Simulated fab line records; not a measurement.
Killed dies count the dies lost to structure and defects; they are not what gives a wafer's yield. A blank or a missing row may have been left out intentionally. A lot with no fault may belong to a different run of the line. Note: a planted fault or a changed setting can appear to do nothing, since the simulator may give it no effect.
Problem report, 8D (eight disciplines) form, completed by code -- flow n5_finfet -- the parts of the form that need people (team, actions taken, sign-off) are left out

== 1. THE ISSUE ==
rf_fwd_power_W at N5_GATE_CUT_ETCH_56 reads a mean of 449.0 W on 3 wafers of 2 lots; wafers without a fault read 596.3 W with a standard deviation of 2.1. Relative to the usual mean, that is a shift of -70 standard deviations.
The step: etches TiN in Cl2/Ar, target depth 21.6 nm.
First observed at day 7 06:39: wafer L839.3, on rie_metal-02. At this step, 18 wafers from 6 lots have a number in the record. Rule for "out", or "out of limits": more than 4 standard deviations from the usual mean. The other wafers with a number count as sound.

== 2. WHAT THIS IS AND IS NOT ==
question,is,is not
which readings at this step,rf_fwd_power_W,"bias_w, drypump_motor_current_A, oes_product_au, throttle_valve_pct"
which lots,"L839, L842","L832, L840, L841, L850"
which wafers of those lots,"L839.3, L839.5, L842.1","L839.1, L842.4, L842.6"
read on which tools,rie_metal-02,"rie_metal-01, rie_metal-03"
when,from day 7 06:39,"up to then (4 sound wafers); but 11 sound wafers of L840, L841, L842, L850 came after"

== 3. THE SUSPECTS, EACH WITH WHAT RULES IT OUT ==
Counting: a tool at a process step up to the reading stays a suspect if it ran every lot that is out. Sound lots after the first of them don't rule it out here, since some wafers of a struck lot are sound.
- cvd_w-01 at N5_HKMG_FIN_ALD_72 (deposits W, target thk 2 nm, pulse time 1 s, purge time 2 s): kept. It ran every lot that is out, first L839 (day 7 05:37).
- cmp-04 at N5_HKMG_FIN_CMP_94 (polishes, stops on SiNx, t overpolish 4.7 s, target thk 43.299 nm): kept. It ran every lot that is out, first L839 (day 7 06:18).
- rie_metal-02 at N5_GATE_CUT_ETCHBACK_00 (etches W in SF6/Cl2): kept. Every lot that is out went through it, the first being L839 (day 7 06:32); the last sound lot it ran before that was L832 (day 5 09:11).
- rie_metal-02 at N5_GATE_CUT_ETCH_56 (etches TiN in Cl2/Ar, target depth 21.6 nm): kept. Every lot that is out went through it, the first being L839 (day 7 06:39); the last sound lot it ran before that was L832 (day 5 09:18). Out on those wafers are its own readings of rf_fwd_power_W.
- The sound lot-mates ran in chamber 1 of cvd_w-01 at N5_HKMG_FIN_ALD_72, but the wafers that are out ran in chamber 0.
- The sound lot-mates ran in chamber 0 of rie_metal-02 at N5_GATE_CUT_ETCHBACK_00, but the wafers that are out ran in chamber 1.
- The sound lot-mates ran in chamber 0 of rie_metal-02 at N5_GATE_CUT_ETCH_56, but the wafers that are out ran in chamber 1.
Left after counting: cvd_w-01 at N5_HKMG_FIN_ALD_72, cmp-04 at N5_HKMG_FIN_CMP_94, rie_metal-02 at N5_GATE_CUT_ETCHBACK_00, rie_metal-02 at N5_GATE_CUT_ETCH_56.

== 4. THE CAUSE (what the simulator had put in) ==
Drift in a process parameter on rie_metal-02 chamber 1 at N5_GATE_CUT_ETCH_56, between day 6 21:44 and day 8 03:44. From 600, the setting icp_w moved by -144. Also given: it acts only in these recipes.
Of the 4 suspects that counting leaves, this tool is one.

== 5. THE CHAIN OF EFFECTS, in route order ==
Each row: a reading where the mean over the struck wafers with a number is more than 3 standard deviations away from the usual. Readings are gone through only where the record gives a usual standard deviation; hours: the median, over the lots, of the time from a lot's start at the first step in this table giving one to that lot's start at this step; sigmas: the change measured in usual standard deviations.
hours,step,reading,usual,on struck wafers,change,sigmas
0,N5_GATE_CUT_ETCH_56,rf_fwd_power_W,596.3 W,449.0,-147.3,-70
Its process steps:
- N5_GATE_CUT_ETCH_56: etches TiN in Cl2/Ar, target depth 21.6 nm.
At these later measuring or inspecting steps, every struck wafer for which the step has a row has a number for every such reading, and none has moved that far: N5_BEOL_M4_RC_MEAS_101.

== 6. HOW IT WOULD HAVE BEEN CAUGHT EARLIER ==
9 hours passed between the start of the fault at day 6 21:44 and the first reading out of limits in this record, taken at day 7 06:39.
